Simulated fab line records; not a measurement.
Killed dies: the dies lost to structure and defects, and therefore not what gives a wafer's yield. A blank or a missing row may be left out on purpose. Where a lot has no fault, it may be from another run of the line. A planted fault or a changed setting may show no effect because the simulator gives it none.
A struck lot beside a sound one | flow n5Finfet | 21 steps out of a route of 1938
Sound: these wafers, L466.1, L466.4, L466.5. Wafers L470.1, L470.3, L470.6 were the ones struck. The cause is named last.
At each step with rows: each side's tool, then ch and its chambers, then its first start. Under that, the readings that differ: sound wafers | struck wafers | difference of the means | sigmas: that difference in standard deviations of wafers without a fault.
alike: same words and numbers on both sides, and readings whose means sit less than 2 such deviations apart. not compared: any withheld reading, any reading some wafer has no value for, any bound like >300 that may hide the same value, and any number with overlapping values for which the record gives no deviation.
A row with sigmas, a row that says differs or no value, or rows on one side alone: a step with any of these is where the two part. Non-overlapping numbers with no deviation appear without sigmas and do not part them. Lack of a reading on every wafer of one side parts them only where that side has two or more wafers.

first, 1 step without rows for these wafers: N5_ZERO_LAYER_HARDBAKE_23 (time 120 s).
N5_ZERO_LAYER_CD_MEAS_11 targets a cd of 2000 nm.
  sound on cdSem-02 ch 0, day 3 12:38; struck on cdSem-03 ch 0, day 4 12:38
  alike: cdNm
N5_ZERO_LAYER_DESCUM_16: chemistry O2, time 7.9 s.
  sound on rieDiel-01 ch 0,3, day 3 12:41; struck on rieDiel-03 ch 0,1, day 4 12:41
  alike: biasPowerW, drypumpMotorCurrentA, oesProductAu, rfFwdPowerW, rfVppV, showerheadPlenumPTorr, throttleValvePct
  not compared: rfHoursCounterH
N5_ZERO_LAYER_ETCH_17: etches SiO2 in CF4, target depth 12 nm, time 13.3 s.
  sound on rieDiel-01 ch 0,3, day 3 12:43; struck on rieDiel-03 ch 0,1, day 4 12:43
  alike: drypumpMotorCurrentA, oesProductAu, rfFwdPowerW, rfVppV, showerheadPlenumPTorr, throttleValvePct
  not compared: rfHoursCounterH
N5_ZERO_LAYER_ETCH_18: etches Si in HBr/Cl2, target depth 120 nm, time 40 s.
  sound on rieSi-01 ch 0,1,3, day 3 12:47; struck on rieSi-03 ch 0,2,3, day 4 12:47
  alike: drypumpMotorCurrentA, oesProductAu, rfFwdPowerW, throttleValvePct
  not compared: rfHoursCounterH
N5_ZERO_LAYER_STRIP_24: strips in O2.
  sound on plasmaAsher-02 ch 0,1, day 3 12:53; struck on plasmaAsher-02 ch 0,1, day 4 12:53
  alike: drypumpMotorCurrentA, heaterPowerW, oesProductAu, stripTimeToEndpointS
  not compared: rfHoursCounterH
then, 1 step without rows for these wafers: N5_ZERO_LAYER_STRIP_19 (strips in SPM, time 900 s).
N5_ZERO_LAYER_INSPECT_20: inspects for defects (darkfield).
  sound on defectInspect-02, day 3 13:15; struck on defectInspect-02, day 4 13:15
  alike: rawDefectCount
then, 4 steps without rows for these wafers: N5_WELL_APT_HMDS_01 (time 60 s); N5_WELL_APT_COAT_02 (resist thk 950 nm); N5_WELL_APT_EBR_04; N5_WELL_APT_SOFTBAKE_03 (time 60 s).
N5_WELL_APT_EXPOSE_05: exposes mask NWELL, defocus 0 nm, target cd 200 nm.
  sound on krfScanner-02 ch 0, day 3 13:31; struck on krfScanner-02 ch 0, day 4 13:23
reading           | sound                | struck               | difference | sigmas
exposureDoseMJCm2 | 20.294 20.296 20.274 | 21.072 21.056 21.070 | +0.778     | +37
  alike: mask
then, 3 steps without rows for these wafers: N5_WELL_APT_PEB_06 (peb time 90 s); N5_WELL_APT_DEVELOP_07 (develop time 45 s); N5_WELL_APT_HARDBAKE_12 (time 120 s).
N5_WELL_APT_CD_MEAS_08 targets a cd of 200 nm.
  sound on cdSem-02 ch 0, day 3 13:41; struck on cdSem-01 ch 0, day 4 13:34
reading   | sound             | struck            | difference | sigmas
cdNm (nm) | 198.9 199.3 198.8 | 205.4 205.2 205.2 | +6.3       | +3
N5_WELL_APT_OVL_MEAS_09:
  sound on overlay-01 ch 0, day 3 13:43; struck on overlay-02 ch 0, day 4 13:35
  alike: NWELL_OVL
N5_WELL_APT_INSPECT_10: inspects for defects (macro).
  sound on defectInspect-01, day 3 13:44; struck on defectInspect-02, day 4 13:37
  alike: rawDefectCount
N5_WELL_APT_DESCUM_13: chemistry O2, time 7.9 s.
  sound on rieDiel-06 ch 0,1,2, day 3 13:46; struck on rieDiel-02 ch 1,2,3, day 4 13:39
reading                  | sound             | struck            | difference | sigmas
model.WELL_APT.cdNm (nm) | 199.2 199.6 198.6 | 205.7 205.2 205.2 | +6.2       | 
  alike: biasPowerW, drypumpMotorCurrentA, oesProductAu, rfFwdPowerW, rfVppV, showerheadPlenumPTorr, throttleValvePct
  not compared: rfHoursCounterH
then, 1 step without rows for these wafers: N5_WELL_APT_IMPLANT_14.

WHERE THEY PART
Earliest at N5_WELL_APT_EXPOSE_05; latest, in this record, at N5_WELL_APT_CD_MEAS_08. Later steps at which nothing parts them and some readings are alike: N5_WELL_APT_OVL_MEAS_09, N5_WELL_APT_INSPECT_10, N5_WELL_APT_DESCUM_13.

WHY: what had been put in by the simulator
Drift in process parameters on krfScanner-02 at N5_WELL_APT_EXPOSE_05, starting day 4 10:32. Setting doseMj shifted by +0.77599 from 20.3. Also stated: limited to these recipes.
